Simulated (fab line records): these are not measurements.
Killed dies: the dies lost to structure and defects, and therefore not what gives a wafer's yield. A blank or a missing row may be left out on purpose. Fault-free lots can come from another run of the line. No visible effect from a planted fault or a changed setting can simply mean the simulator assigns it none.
Chamber matching + flow n5 finfet + 4 sister chambers for N5_BEOL_M6_CMP_52 on cmp-04
The step polishes, stops on SiCOH lowk, t overpolish 6.9 s, target thk 80 nm. 8 wafers are shown with their chamber, then 8 later ones without.

## WAFERS WITH THEIR CHAMBER
| wafer  | chamber | motor current A (A) | time to endpoint s (s) |
|--------|---------|---------------------|------------------------|
| L078.5 | 2       | 5.9                 | 58.8                   |
| L081.3 | 2       | 5.8                 | 60.6                   |
| L081.5 | 1       | 6.2                 | 66.2                   |
| L081.6 | 0       | 5.9                 | 60.4                   |
| L087.2 | 3       | 5.6                 | 67.4                   |
| L087.3 | 1       | 6.7                 | 65.8                   |
| L087.6 | 0       | 5.9                 | 63.1                   |
| L086.3 | 3       | 5.4                 | 65.4                   |

## WAFERS WITH NO CHAMBER GIVEN
| wafer  | motor current A (A) | time to endpoint s (s) |
|--------|---------------------|------------------------|
| L086.4 | 6.2                 | 63.5                   |
| L086.5 | 6.0                 | 62.4                   |
| L090.1 | 6.2                 | 62.1                   |
| L090.2 | 5.8                 | 61.8                   |
| L090.6 | 5.9                 | 58.5                   |
| L089.2 | 6.3                 | 65.0                   |
| L089.3 | 6.1                 | 62.5                   |
| L089.6 | 6.1                 | 63.7                   |

## EACH ONE'S CHAMBER
| wafer  | from the rows above               | in truth |
|--------|-----------------------------------|----------|
| L086.4 | can't be placed: 0 or 1 or 2      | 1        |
| L086.5 | can't be placed: 0 or 2           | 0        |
| L090.1 | can't be placed: 0 or 2 or 1      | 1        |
| L090.2 | can't be placed: 0 or 2           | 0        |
| L090.6 | can't be placed: 2 or 0           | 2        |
| L089.2 | 1                                 | 1        |
| L089.3 | can't be placed: 0 or 2 or 1      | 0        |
| L089.6 | can't be placed: 0 or 1 or 2 or 3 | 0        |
Placed correctly: 1 of 8. These rows do not allow placing 7 (true chamber among the candidates in 7). Number placed wrongly: 0.
How it was worked out, from the rows above alone: a wafer's distance from a chamber is the root of the sum, over the readings, of the square of ((its reading less the chamber's mean) divided by the reading's scatter). If the next closest chamber is less than 2 further off than the closest, the wafer can't be placed; otherwise it belongs to the closest. Each chamber's mean is taken over the wafers shown for it. How the scatter is found: for the shown wafers, subtract from each reading the mean of its chamber, square and add these, divide the total by (wafers less chambers), then take the root.
